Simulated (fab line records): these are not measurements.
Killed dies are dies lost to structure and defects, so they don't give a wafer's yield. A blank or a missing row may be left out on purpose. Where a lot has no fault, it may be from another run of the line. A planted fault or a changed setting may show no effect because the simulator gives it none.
fab line records | flow nand-harc
record: lots: 12 wafers: 36 last-day: 34
route steps=1302 shown A_CHANNEL_HOLE_D2@588 A_CHANNEL_FILL_D2@616 END@1302
lots that met no fault: from a run of the same line without faults
start-h: start of the lot's first displayed wafer, in hours after the record's first day | wait-h: hours elapsed since this lot's preceding step | " same as the row above | L1.1+2: a row that stands for several wafers | - no value, or no start given | * or withheld: withheld | < > ~ a bound
route shown NAME@n: names a module that has steps shown in the file, with the first one's number in the route | usual: mean/standard deviation taken from wafers without a fault | same: alike in all rows | chamber/n: place in a boat | sites: the reading at each site | _std_site: standard deviation across them | _edge_site: the outer-site mean with the inner-site mean subtracted | radius-mm: for every site, how far away it sits from the centre of the wafer | mask NAME#n: copy n | behind: the most recent tool/chamber to have shaped the wafer | hold: why the lot was held/for how many hours/how that ended | device: the transistor (n, p or np) that didn't switch | end of line: the same wafers' tests at the end of the route | a step with no rows: only its recipe | killed: not the wafer's yield, but the dies lost to structure and defects at the first sort | map: the dies of a wafer, with x for killed, . for not killed, _ for no die there
set.NAME: setting as actually run; set.NAME@STEP: the setting as run at that earlier step | model.NAME: the simulator's own value behind a step, which no gauge read
a sample of lots followed through the steps of the route, with each step as a table and each wafer as a row
services: a tool's chamber out of use, with start hour (start-h, from the record's first day; less than 0 if before it), hours out, and reason
== steps ==
step: NHARC_A_CHANNEL_HOLE_D2_ETCH_34
recipe: target-depth-a: 1540 time-s: 77 cf4-flow-sccm: 100 chf3-flow-sccm: 30 ar-flow-sccm: 0 rf-w: 500 bias-w: 200 chemistry: CF4/CHF3
usual: drypump-motor-current-A: 5.6/0.59 mfc-ar-sccm: 0.010/0.014 oes-product-au: 0.957/0.02 rf-vpp-V: 372.3/1.9 showerhead-plenum-p-Torr: 1.63/0.048 throttle-valve-pct: 16.803/0.0081
columns lot.wafer tool chamber start-h wait-h drypump-motor-current-A mfc-ar-sccm oes-product-au rf-hours-counter-h rf-vpp-V showerhead-plenum-p-Torr throttle-valve-pct
L539.4 rie-diel-07 1 - - 6.3 0 0.983 0.3 373.8 1.68 16.798
L539.3 " 2 " " 4.6 0.034 0.955 0.9 373.4 1.64 16.797
L539.1 " 3 " " 6.2 0.015 0.962 0.9 371.8 1.60 16.810
L540.4 rie-diel-08 0 - - 6.0 0.024 0.917 7.2 367.0 1.48 16.812
L540.1 " 1 " " 5.2 0.039 0.924 7.4 374.5 1.67 16.796
L540.2 " 3 " " 5.4 0.037 0.916 8.5 371.8 1.60 16.802
L541.1 rie-diel-07 0 - - 5.8 0 0.956 1.4 371.6 1.61 16.808
L541.2 " 1 " " 6.4 0 0.985 0.8 375.0 1.67 16.798
L541.6 " 1 " " 6.3 0 0.972 - 374.7 1.68 16.813
L547.2 rie-diel-07 2 - - 4.6 0.034 0.963 5.2 372.1 1.64 16.800
L547.3 " 0 " " 5.8 0 0.984 5.3 372.1 1.61 16.800
L547.5 " 1 " " 6.4 0 0.987 - 375.8 1.67 16.805
L548.3 rie-diel-07 2 - - 4.6 0.034 0.962 6.0 372.4 1.64 16.801
L548.1 " 3 " " 6.3 0.015 0.967 6.6 370.4 1.60 16.796
L548.5 " 0 " " 5.8 0 0.966 - 371.9 1.61 16.796
L551.1 rie-diel-09 1 - - 5.2 0 0.926 6.4 372.9 1.68 16.810
L551.6 " 0 " " 5.5 0.000 0.924 - 372.6 1.61 16.797
L551.5 " 1 " " 5.2 0 0.916 - 372.5 1.68 16.791
L552.2 rie-diel-09 2 - - 4.8 0 0.964 4.3 373.5 1.65 16.793
L552.1 " 3 " " 5.8 0 0.962 7.8 372.7 1.64 16.810
L552.5 " 2 " " 4.8 0 0.969 - 372.5 1.65 16.798
L553.2 rie-diel-09 2 - - 4.8 0 0.957 5.5 373.2 1.65 16.801
L553.4 " 3 " " 5.9 0 0.957 9.0 371.7 1.64 16.798
L553.1 " 0 " " 5.5 0.000 0.969 7.9 371.7 1.61 16.800
L555.2 rie-diel-09 1 - - 5.2 0 0.958 9.2 372.3 1.68 16.795
L555.3 " 2 " " 4.8 0 0.958 6.5 373.4 1.65 16.810
L555.5 " 2 " " 4.8 0 0.960 - 374.7 1.65 16.809
L559.3 rie-diel-07 1 - - 6.4 0 0.971 0.8 371.1 1.67 16.782
L559.4 " 2 " " 4.6 0.034 0.963 0.8 373.4 1.64 16.798
L559.5 " 1 " " 6.4 0 0.965 - 374.5 1.67 16.808
L561.1 rie-diel-07 0 - - 5.8 0 0.970 2.6 370.9 1.61 16.820
L561.3 " 1 " " 6.4 0 0.978 2.8 372.4 1.67 16.806
L561.5 " 3 " " 6.2 0.015 0.967 - 370.2 1.60 16.800
L562.2 rie-diel-08 3 - - 5.4 0.037 0.930 7.4 370.3 1.59 16.799
L562.3 " 1 " " 5.2 0.039 0.935 8.0 372.9 1.67 16.800
L562.6 " 0 " " 6.0 0.024 0.930 - 366.6 1.48 16.820
step: NHARC_A_CHANNEL_HOLE_D2_ETCH_22
recipe: bias-v: 3000 source-w: withheld pressure-mtorr: 20 time-s: 666.7 ar-flow-sccm: 375 c4f8-flow-sccm: 89.3 o2-flow-sccm: 35.7 temp-c: -20 target-depth-a: 16000 chemistry: C4F8/O2/Ar
usual: drypump-motor-current-A: 5.69/0.25 mfc-ar-sccm: 374.9/1.1 oes-air-line-au: 1.002/0.018 showerhead-plenum-p-Torr: 3.64/0.049 throttle-valve-pct: 32.155/0.0096
columns lot.wafer tool chamber start-h wait-h drypump-motor-current-A mfc-ar-sccm oes-air-line-au rf-hours-counter-h showerhead-plenum-p-Torr throttle-valve-pct
L539.1 har-etch-02 0 325.14 0.4 5.99 374.1 1.025 372 3.66 32.159
L539.3 " 0 " " 6.00 374.1 0.979 - 3.66 32.154
L539.4 " 1 " " 5.55 376.2 1.035 - 3.74 32.156
L540.2 har-etch-01 1 329.21 0.4 5.37 376.1 0.996 165 3.69 32.160
L540.1 " 0 " " 5.85 375.3 1.016 165 3.61 32.154
L540.4 " 0 " " 5.86 376.3 1.002 - 3.61 32.150
L541.2 har-etch-02 0 329.29 0.4 5.99 374.2 0.989 376 3.66 32.138
L541.1 " 1 " " 5.54 375.5 1.014 353 3.74 32.138
L541.6 " 0 " " 5.99 375.1 1.017 - 3.66 32.173
L547.2 har-etch-01 0 371.80 0.4 5.85 374.1 0.987 200 3.59 32.155
L547.3 " 1 " " 5.34 374.9 1.027 - 3.67 32.133
L547.5 " 0 " " 5.85 376.1 1.035 - 3.59 32.168
L548.1 har-etch-01 0 393.20 0.4 5.85 374.8 1.021 218 3.58 32.149
L548.3 " 1 " " 5.31 373.7 1.004 - 3.66 32.151
L548.5 " 0 " " 5.87 374.2 1.010 - 3.58 32.154
L551.1 har-etch-01 0 407.73 0.4 5.88 373.5 1.007 226 3.57 32.140
L551.5 " 1 " " 5.34 375.6 1.011 - 3.66 32.148
L551.6 " 0 " " 5.84 374.0 0.986 - 3.57 32.157
L552.1 har-etch-01 0 418.56 0.4 5.84 374.6 1.018 234 3.57 32.160
L552.2 " 1 " " 5.35 375.2 0.987 234 3.65 32.166
L552.5 " 0 " " 5.88 375.2 1.020 - 3.57 32.157
L553.2 har-etch-02 0 440.73 0.4 5.98 376.0 0.992 24 3.62 32.146
L553.1 " 1 " " 5.57 375.6 0.978 24 3.70 32.144
L553.4 " 0 " " 5.99 375.4 1.014 - 3.63 32.141
L555.2 har-etch-01 0 466.57 0.4 5.86 374.7 0.994 249 3.56 32.153
L555.3 " 1 " " 5.35 373.6 0.993 - 3.64 32.151
L555.5 " 1 " " 5.36 375.3 0.984 - 3.64 32.164
L559.4 har-etch-02 0 488.86 0.4 5.99 375.1 0.984 - 3.61 32.161
L559.3 " 1 " " 5.57 375.0 1.009 - 3.69 32.138
L559.5 " 1 " " 5.52 374.9 1.018 - 3.69 32.158
L561.1 har-etch-02 1 521.35 0.4 5.53 375.3 1.028 74 3.68 32.175
L561.3 " 1 " " 5.53 374.1 0.988 - 3.67 32.170
L561.5 " 0 " " 5.99 374.9 0.999 - 3.60 32.174
L562.2 har-etch-02 1 526.33 0.4 5.56 373.9 1.040 78 3.67 32.164
L562.3 " 1 " " 5.57 376.0 1.020 - 3.67 32.151
L562.6 " 0 " " 5.99 375.7 1.000 - 3.60 32.154
step: NHARC_A_CHANNEL_FILL_D2_ALD_16
recipe: target-thk-a: 15 pulse-time-s: 10 ald-cycles: 15 temp-c: 300 material: SiO2
usual: ald-cycles: 15/0 heater-power-w: 488/57 precursor-pulse-height-rel: 1.000/0.02
columns lot.wafer tool chamber start-h wait-h ald-cycles heater-power-w precursor-pulse-height-rel
L539.4 ald-hk-02 3 343.30 0.1 15 582 0.973
L539.1 " 0 " " 15 489 1.007
L539.3 " 1 " " 15 421 0.987
L540.2 ald-hk-04 2 346.45 0.0 15 476 0.996
L540.4 " 0 " " 15 423 1.004
L540.1 " 1 " " 15 357 1.046
L541.2 ald-hk-03 1 346.51 0.1 15 436 1.007
L541.1 " 2 " " 15 557 1.005
L541.6 " 0 " " 15 473 0.998
L547.3 ald-hk-02 1 390.14 0.1 13 468 1.015
L547.2 " 2 " " 13 526 1.056
L547.5 " 3 " " 13 587 0.989
L548.1 ald-hk-02 1 413.65 0.0 13 468 1.013
L548.3 " 2 " " 13 517 1.020
L548.5 " 2 " " 13 517 0.967
L551.1 ald-hk-04 3 426.45 0.1 15 505 0.984
L551.6 " 2 " " 15 485 1.011
L551.5 " 3 " " 15 496 0.961
L552.1 ald-hk-04 1 435.81 0.0 15 361 0.996
L552.2 " 0 " " 15 426 1.004
L552.5 " 1 " " 15 368 1.023
L553.1 ald-hk-04 1 460.03 0.0 15 373 0.985
L553.2 " 3 " " 15 488 0.997
L553.4 " 0 " " 15 440 1.007
L555.3 ald-hk-02 1 483.72 0.1 15 448 1.008
L555.2 " 3 " " 15 599 1.009
L555.5 " 1 " " 15 467 0.971
L559.3 ald-hk-02 1 506.31 0.0 15 463 0.989
L559.4 " 0 " " 15 498 1.004
L559.5 " 2 " " 15 539 1.007
L561.3 ald-hk-03 2 539.36 0.0 15 538 0.992
L561.1 " 3 " " 15 527 1.011
L561.5 " 3 " " 15 549 0.997
L562.3 ald-hk-02 3 544.78 0.0 15 615 0.978
L562.2 " 2 " " 15 502 0.979
L562.6 " 3 " " 15 617 1.025
step: NHARC_A_CHANNEL_FILL_D2_ETCHBACK_08
recipe: target-depth-a: 2200 time-s: 110 c4f8-flow-sccm: 20 ar-flow-sccm: withheld rf-w: 600 bias-w: 300 chemistry: C4F8
usual: oes-product-au: 0.98/0.033 rf-vpp-V: 440.6/2.8
columns lot.wafer tool chamber start-h wait-h oes-product-au rf-hours-counter-h rf-vpp-V
L539.3 rie-diel-13 1 - - 0.92 1 445.2
L539.4 " 2 " " 0.92 1 440.0
L539.1 " 3 " " 0.92 1 438.9
L540.4 rie-diel-04 1 - - 1.00 0 444.7
L540.2 " 2 " " 0.99 0 437.2
L540.1 " 3 " " 1.01 0 438.1
L541.1 rie-diel-13 2 - - 0.93 1 442.4
L541.2 " 3 " " 0.92 1 440.3
L541.6 " 1 " " 0.92 - 445.2
L547.3 rie-diel-13 3 - - 0.99 2 439.0
L547.2 " 2 " " 0.99 2 440.3
L547.5 " 0 " " 1.00 - 441.0
L548.3 rie-diel-13 0 - - 1.01 3 440.0
L548.1 " 1 " " 1.00 3 445.7
L548.5 " 1 " " 1.00 - 445.1
L551.1 rie-diel-04 2 - - 1.00 3 437.5
L551.6 " 2 " " 1.01 - 436.7
L551.5 " 3 " " 1.02 - 440.0
L552.2 rie-diel-13 3 - - 0.93 4 439.7
L552.1 " 0 " " 0.92 4 441.7
L552.5 " 3 " " 0.92 - 438.2
L553.1 rie-diel-02 1 - - 1.00 16 442.4
L553.2 " 2 " " 1.01 13 437.7
L553.4 " 3 " " 1.00 13 441.1
L555.3 rie-diel-13 1 - - 0.99 4 444.5
L555.2 " 2 " " 0.99 4 440.1
L555.5 " 3 " " 1.00 - 438.0
L559.3 rie-diel-13 1 - - 1.00 0 445.2
L559.4 " 2 " " 0.99 0 441.9
L559.5 " 1 " " 0.98 - 443.7
L561.1 rie-diel-04 3 - - 0.93 1 437.4
L561.3 " 0 " " 0.92 1 438.4
L561.5 " 0 " " 0.92 - 436.5
L562.2 rie-diel-04 2 - - 1.02 2 437.3
L562.3 " 0 " " 1.01 2 436.9
L562.6 " 1 " " 1.00 - 444.0
step: NHARC_END_SORT_01
recipe: temp-c: 25
usual: killed-at-array: 50/18 killed-at-other: 0.8/1.1 killed-at-periphery: 4.1/2.9 killed-dies: 55/18 killed-open: 3.5/1.9 killed-short: 2.4/1.5
same: gross-dies: 677
columns lot.wafer tool chamber start-h wait-h killed-at-array killed-at-other killed-at-periphery killed-dies killed-open killed-short
L551.1 prober-01 0 670.10 2.5 32 5 2 39 3 3
L551.5 prober-01 0 673.34 3.7 35 4 6 45 2 5
L551.6 prober-01 0 674.14 4.0 39 1 3 43 3 3
L552.1 prober-01 0 696.32 2.5 83 0 6 89 2 0
L552.2 prober-01 0 697.12 2.8 101 0 7 108 4 2
L552.5 prober-01 0 699.53 3.7 99 0 1 100 3 2
L553.1 prober-01 0 718.69 2.5 28 1 1 30 8 1
L553.2 prober-01 0 719.49 2.8 29 1 4 34 4 1
L553.4 prober-01 0 721.10 3.4 35 0 3 38 4 2
L555.2 prober-02 0 737.34 2.8 53 0 18 71 6 2
L555.3 prober-02 0 738.13 3.1 53 0 7 60 4 1
L555.5 prober-02 0 739.71 3.7 54 2 10 66 4 4
L561.1 prober-02 0 789.75 2.5 27 0 2 29 2 2
L561.3 prober-02 0 791.34 3.1 34 0 2 36 4 2
L561.5 prober-02 0 792.92 3.7 31 0 3 34 4 4
L562.2 prober-02 0 802.35 2.8 35 1 2 38 7 1
L562.3 prober-02 0 803.14 3.1 36 2 2 40 3 2
L562.6 prober-02 0 805.51 4.0 35 1 4 40 2 4
killed by level:class
L551.1 A_CHANNEL_HOLE_D2:chamber-film-flake=14 A_CHANNEL_HOLE_D1:chamber-film-flake=8 HYBRID_BOND:chamber-film-flake=3 A_STAIRCASE:chamber-film-flake=2 A_WL_FILL:chamber-film-flake=2 P_STI:geometric-particle:open=1 P_CONTACT:geometric-particle:short=1 A_ONON_D2:geometric-particle:short=1
L551.5 A_CHANNEL_HOLE_D2:chamber-film-flake=17 A_CHANNEL_HOLE_D1:chamber-film-flake=7 A_WL_FILL:chamber-film-flake=3 HYBRID_BOND:chamber-film-flake=3 P_M0:geometric-particle:short=2 P_GATE:chamber-film-flake=2 A_CONTACT:chamber-film-flake=2 P_M2:geometric-particle:open=1
L551.6 A_CHANNEL_HOLE_D2:chamber-film-flake=16 A_CHANNEL_HOLE_D1:chamber-film-flake=9 A_STAIRCASE:chamber-film-flake=4 A_SLIT:chamber-film-flake=2 A_WL_FILL:chamber-film-flake=2 A_CONTACT:chamber-film-flake=2 P_CONTACT:geometric-particle:short=1 P_M1:geometric-particle:short=1
L552.1 A_SLIT:chamber-film-flake=27 A_CHANNEL_HOLE_D1:chamber-film-flake=21 A_CHANNEL_HOLE_D2:chamber-film-flake=21 P_STI:chamber-film-flake=3 A_M1:chamber-film-flake=3 A_CONTACT:chamber-film-flake=3 P_M1:chamber-film-flake=2 A_WL_FILL:chamber-film-flake=2
L552.2 A_SLIT:chamber-film-flake=38 A_CHANNEL_HOLE_D1:chamber-film-flake=34 A_CHANNEL_HOLE_D2:chamber-film-flake=18 A_M1:chamber-film-flake=4 P_M1:chamber-film-flake=3 P_CONTACT:geometric-particle:open=2 P_STI:chamber-film-flake=2 A_ONON_D1:geometric-particle:short=1
L552.5 A_SLIT:chamber-film-flake=33 A_CHANNEL_HOLE_D1:chamber-film-flake=27 A_CHANNEL_HOLE_D2:chamber-film-flake=22 A_STAIRCASE:chamber-film-flake=6 A_DECK1_JOINT:chamber-film-flake=2 A_CONTACT:chamber-film-flake=2 A_M1:chamber-film-flake=2 A_DECK1_JOINT:geometric-particle:open=1
L553.1 A_CHANNEL_HOLE_D1:chamber-film-flake=7 A_DECK1_JOINT:chamber-film-flake=6 A_CONTACT:chamber-film-flake=3 A_M0:geometric-particle:open=2 A_SOURCE_PLATE:geometric-particle:open=1 A_ONON_D1:geometric-particle:open=1 A_ONON_D1:geometric-particle:short=1 A_DECK1_JOINT:geometric-particle:open=1
L553.2 A_SLIT:chamber-film-flake=6 A_CONTACT:chamber-film-flake=6 A_CHANNEL_HOLE_D1:chamber-film-flake=4 A_STAIRCASE:chamber-film-flake=3 P_ZERO_WELL:chamber-film-flake=2 P_M1:chamber-film-flake=2 A_CHANNEL_FILL_D1:chamber-film-flake=2 A_DECK1_JOINT:chamber-film-flake=2
L553.4 A_CONTACT:chamber-film-flake=11 A_CHANNEL_HOLE_D1:chamber-film-flake=6 A_DECK1_JOINT:chamber-film-flake=3 A_SLIT:chamber-film-flake=3 P_M0:geometric-particle:open=2 A_CHANNEL_FILL_D1:chamber-film-flake=2 A_CHANNEL_HOLE_D2:chamber-film-flake=2 A_STAIRCASE:chamber-film-flake=2
L555.2 A_SLIT:chamber-film-flake=28 P_GATE:chamber-film-flake=8 A_CHANNEL_HOLE_D2:chamber-film-flake=8 A_CHANNEL_HOLE_D1:chamber-film-flake=6 P_STI:chamber-film-flake=4 A_SGD_CUT:chamber-film-flake=4 P_CONTACT:geometric-particle:open=2 P_M0:geometric-particle:short=2
L555.3 A_SLIT:chamber-film-flake=24 A_CHANNEL_HOLE_D2:chamber-film-flake=11 P_GATE:chamber-film-flake=5 A_CHANNEL_HOLE_D1:chamber-film-flake=5 A_SGD_CUT:chamber-film-flake=3 A_WL_FILL:chamber-film-flake=3 A_BLC:geometric-particle:open=2 A_CONTACT:chamber-film-flake=2
L555.5 A_SLIT:chamber-film-flake=23 A_CHANNEL_HOLE_D2:chamber-film-flake=15 P_GATE:chamber-film-flake=4 A_CHANNEL_HOLE_D1:chamber-film-flake=4 A_CONTACT:chamber-film-flake=4 P_BONDPAD:chamber-film-flake=2 A_SGD_CUT:chamber-film-flake=2 A_WL_FILL:chamber-film-flake=2
L561.1 A_M0:chamber-film-flake=6 A_SLIT:chamber-film-flake=5 A_CONTACT:chamber-film-flake=5 A_STAIRCASE:chamber-film-flake=4 A_BONDPAD:chamber-film-flake=3 A_SGD_CUT:geometric-particle:short=2 P_GATE:chamber-film-flake=2 A_CHANNEL_FILL_D2:geometric-particle:open=1
L561.3 A_CONTACT:chamber-film-flake=14 A_SLIT:chamber-film-flake=6 A_STAIRCASE:chamber-film-flake=5 A_M0:chamber-film-flake=4 P_CONTACT:geometric-particle:open=2 A_DECK1_JOINT:geometric-particle:short=1 A_ONON_D1:geometric-particle:short=1 A_ONON_D2:geometric-particle:open=1
L561.5 A_CONTACT:chamber-film-flake=9 A_STAIRCASE:chamber-film-flake=5 A_SLIT:chamber-film-flake=5 A_M0:chamber-film-flake=4 P_CONTACT:geometric-particle:open=2 A_ONON_D1:geometric-particle:short=1 A_DECK1_JOINT:geometric-particle:short=1 A_CHANNEL_FILL_D2:geometric-particle:short=1
L562.2 A_CHANNEL_HOLE_D1:chamber-film-flake=18 A_CONTACT:chamber-film-flake=6 A_SLIT:chamber-film-flake=4 P_CONTACT:geometric-particle:open=2 A_ONON_D1:geometric-particle:open=1 A_DECK1_JOINT:geometric-particle:open=1 A_WL_FILL:geometric-particle:short=1 A_WL_FILL:geometric-particle:open=1
L562.3 A_CHANNEL_HOLE_D1:chamber-film-flake=14 A_SLIT:chamber-film-flake=8 A_CONTACT:chamber-film-flake=6 A_STAIRCASE:chamber-film-flake=4 A_CHANNEL_FILL_D2:geometric-particle:short=2 THIN_TSV:chamber-film-flake=2 P_CONTACT:geometric-particle:open=1 P_M0:geometric-particle:open=1
L562.6 A_CHANNEL_HOLE_D1:chamber-film-flake=19 A_SLIT:chamber-film-flake=6 A_CONTACT:chamber-film-flake=4 A_ONON_D2:geometric-particle:open=2 P_STI:chamber-film-flake=2 P_GATE:geometric-particle:short=1 P_M0:geometric-particle:short=1 A_CHANNEL_FILL_D2:geometric-particle:short=1
== services ==
columns tool chamber start-h hours kind
rie-diel-13 1 301.11 6.9 repair
rie-diel-04 0 311.10 9.9 repair
rie-diel-09 - 320.11 9.0 pm
rie-diel-09 2 333.18 19.9 repair
ald-hk-02 - 340.51 2.1 repair
rie-diel-13 - 342.00 9.0 pm
ald-hk-02 - 354.74 10.0 pm
rie-diel-04 - 355.10 9.0 pm
har-etch-02 - 377.00 17.0 pm
rie-diel-13 - 383.48 1.0 repair
rie-diel-13 - 399.03 0.6 repair
rie-diel-13 1 404.10 3.1 repair
rie-diel-09 - 407.66 1.2 repair
rie-diel-09 - 422.98 0.3 repair
rie-diel-13 2 425.60 6.6 repair
rie-diel-13 2 432.65 13.3 repair
rie-diel-13 1 462.96 6.3 repair
rie-diel-04 3 469.57 7.2 repair
rie-diel-07 - 471.21 9.0 pm
rie-diel-13 0 476.33 2.7 repair
ald-hk-02 - 499.24 1.3 repair
rie-diel-13 - 519.00 9.0 pm
rie-diel-13 - 539.92 0.3 repair
rie-diel-13 3 545.90 7.1 repair
== key ==
first-sign: step: NHARC_A_CHANNEL_FILL_D2_ALD_16 reading: ald-cycles direction: down sigmas: 99+ usual: 15 struck: 13
effect none on later readings
met-at NHARC_A_CHANNEL_FILL_D2_ALD_16
struck-lots L547,L548
tester-left-out L547,L548
not-acting-at NHARC_A_CHANNEL_HOLE_D2_ETCH_34,NHARC_A_CHANNEL_HOLE_D2_ETCH_22,NHARC_A_CHANNEL_FILL_D2_ETCHBACK_08
onset-between 343.30 390.14
fault: kind: process-parameter-drift tool: ald-hk-02 chamber: - onset-h: 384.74 steps: NHARC_A_CHANNEL_FILL_D2_ALD_16 channel: ald-cycles offset: -2 shape: step end-h: 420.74 acts-in: these-recipes-only stated: 15
tester-left-out: of these lots the tester's yield and bins aren't shown, on N5 and GAA mostly nor the transistor test; their killed dies are dies lost to structure and defects alone, not to doping, threshold or leakage, so they don't give the yield
